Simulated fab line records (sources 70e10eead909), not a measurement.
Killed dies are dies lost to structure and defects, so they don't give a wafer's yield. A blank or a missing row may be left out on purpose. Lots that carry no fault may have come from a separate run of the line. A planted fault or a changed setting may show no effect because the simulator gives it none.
Chamber matching :: flow nandHarc :: rieDiel-05 running NHARC_P_M1_DESCUM_14: 4 sister chambers
The step chemistry O2, time 3 s. 22 wafers are shown with their chamber, then 10 later ones without.

EACH WAFER AND ITS CHAMBER
wafer: L075.2
chamber: 3
showerheadPlenumPTorr (Torr): 1.78
rfVppV (V): 55.4
oesProductAu (a.u.): 0.989

wafer: L075.3
chamber: 1
showerheadPlenumPTorr (Torr): 1.93
rfVppV (V): 56.9
oesProductAu (a.u.): 0.985

wafer: L075.5
chamber: 1
showerheadPlenumPTorr (Torr): 1.93
rfVppV (V): 57.2
oesProductAu (a.u.): 0.987

wafer: L077.3
chamber: 1
showerheadPlenumPTorr (Torr): 1.93
rfVppV (V): 55.3
oesProductAu (a.u.): 0.987

wafer: L077.4
chamber: 1
showerheadPlenumPTorr (Torr): 1.93
rfVppV (V): 56.5
oesProductAu (a.u.): 0.989

wafer: L077.5
chamber: 3
showerheadPlenumPTorr (Torr): 1.78
rfVppV (V): 56.5
oesProductAu (a.u.): 0.990

wafer: L078.2
chamber: 1
showerheadPlenumPTorr (Torr): 1.93
rfVppV (V): 57.6
oesProductAu (a.u.): 0.988

wafer: L078.3
chamber: 0
showerheadPlenumPTorr (Torr): 1.98
rfVppV (V): 58.1
oesProductAu (a.u.): 0.982

wafer: L078.5
chamber: 2
showerheadPlenumPTorr (Torr): 2.00
rfVppV (V): 58.2
oesProductAu (a.u.): 0.991

wafer: L082.1
chamber: 1
showerheadPlenumPTorr (Torr): 1.93
rfVppV (V): 58.6
oesProductAu (a.u.): 0.993

wafer: L082.3
chamber: 2
showerheadPlenumPTorr (Torr): 2.00
rfVppV (V): 57.3
oesProductAu (a.u.): 0.997

wafer: L082.6
chamber: 0
showerheadPlenumPTorr (Torr): 1.98
rfVppV (V): 58.6
oesProductAu (a.u.): 0.983

wafer: L083.3
chamber: 2
showerheadPlenumPTorr (Torr): 2.00
rfVppV (V): 58.3
oesProductAu (a.u.): 0.997

wafer: L083.4
chamber: 0
showerheadPlenumPTorr (Torr): 1.97
rfVppV (V): 57.8
oesProductAu (a.u.): 0.991

wafer: L083.5
chamber: 3
showerheadPlenumPTorr (Torr): 1.78
rfVppV (V): 57.5
oesProductAu (a.u.): 0.983

wafer: L086.1
chamber: 2
showerheadPlenumPTorr (Torr): 2.00
rfVppV (V): 58.0
oesProductAu (a.u.): 1.004

wafer: L086.2
chamber: 1
showerheadPlenumPTorr (Torr): 1.93
rfVppV (V): 57.1
oesProductAu (a.u.): 0.997

wafer: L086.5
chamber: 1
showerheadPlenumPTorr (Torr): 1.93
rfVppV (V): 57.7
oesProductAu (a.u.): 1.003

wafer: L087.4
chamber: 3
showerheadPlenumPTorr (Torr): 1.78
rfVppV (V): 56.6
oesProductAu (a.u.): 0.986

wafer: L087.5
chamber: 3
showerheadPlenumPTorr (Torr): 1.78
rfVppV (V): 56.4
oesProductAu (a.u.): 0.996

wafer: L087.6
chamber: 2
showerheadPlenumPTorr (Torr): 2.00
rfVppV (V): 58.4
oesProductAu (a.u.): 0.991

wafer: L089.1
chamber: 3
showerheadPlenumPTorr (Torr): 1.78
rfVppV (V): 57.1
oesProductAu (a.u.): 0.984

SIGNATURES, as means of the wafers listed above
reading: showerheadPlenumPTorr
chamber 0: 1.9767
chamber 1: 1.9300
chamber 2: 2.0000
chamber 3: 1.7800
scatter within a chamber: 0.00192

reading: rfVppV
chamber 0: 58.167
chamber 1: 57.112
chamber 2: 58.040
chamber 3: 56.583
scatter within a chamber: 0.751

reading: oesProductAu
chamber 0: 0.98533
chamber 1: 0.99113
chamber 2: 0.99600
chamber 3: 0.98800
scatter within a chamber: 0.0055
Rule: distance of a wafer from a chamber = root of the sum over the readings of ((wafer's reading minus chamber's mean) / reading's scatter) squared. The wafer belongs to the nearest chamber; if the next one is less than 2 further off, it can't be placed. The scatter is the square root of a quotient: the sum, over the shown wafers, of each reading's squared deviation from its chamber's mean, divided by wafers minus chambers.

WAFERS WITH NO CHAMBER GIVEN
wafer: L089.2
showerheadPlenumPTorr (Torr): 2.00
rfVppV (V): 58.1
oesProductAu (a.u.): 0.999

wafer: L089.3
showerheadPlenumPTorr (Torr): 1.97
rfVppV (V): 57.0
oesProductAu (a.u.): 1.008

wafer: L088.2
showerheadPlenumPTorr (Torr): 1.97
rfVppV (V): 58.7
oesProductAu (a.u.): 1.000

wafer: L088.5
showerheadPlenumPTorr (Torr): 1.93
rfVppV (V): 57.6
oesProductAu (a.u.): 0.999

wafer: L093.1
showerheadPlenumPTorr (Torr): 1.78
rfVppV (V): 56.9
oesProductAu (a.u.): 0.995

wafer: L093.2
showerheadPlenumPTorr (Torr): 1.93
rfVppV (V): 58.3
oesProductAu (a.u.): 1.006

wafer: L093.5
showerheadPlenumPTorr (Torr): 1.97
rfVppV (V): 57.8
oesProductAu (a.u.): 1.002

wafer: L097.1
showerheadPlenumPTorr (Torr): 1.97
rfVppV (V): 58.6
oesProductAu (a.u.): 0.999

wafer: L097.3
showerheadPlenumPTorr (Torr): 1.93
rfVppV (V): 57.5
oesProductAu (a.u.): 1.001

wafer: L097.6
showerheadPlenumPTorr (Torr): 1.93
rfVppV (V): 58.0
oesProductAu (a.u.): 1.000

THE CHAMBER EACH PASSED THROUGH
wafer: L089.2
from the rows above: 2
in truth: 2

wafer: L089.3
from the rows above: 0
in truth: 0

wafer: L088.2
from the rows above: 0
in truth: 0

wafer: L088.5
from the rows above: 1
in truth: 1

wafer: L093.1
from the rows above: 3
in truth: 3

wafer: L093.2
from the rows above: 1
in truth: 1

wafer: L093.5
from the rows above: 0
in truth: 0

wafer: L097.1
from the rows above: 0
in truth: 0

wafer: L097.3
from the rows above: 1
in truth: 1

wafer: L097.6
from the rows above: 1
in truth: 1
Correct placement for 10 of the 10. Can't be placed from these rows: 0. 0 placed wrongly.
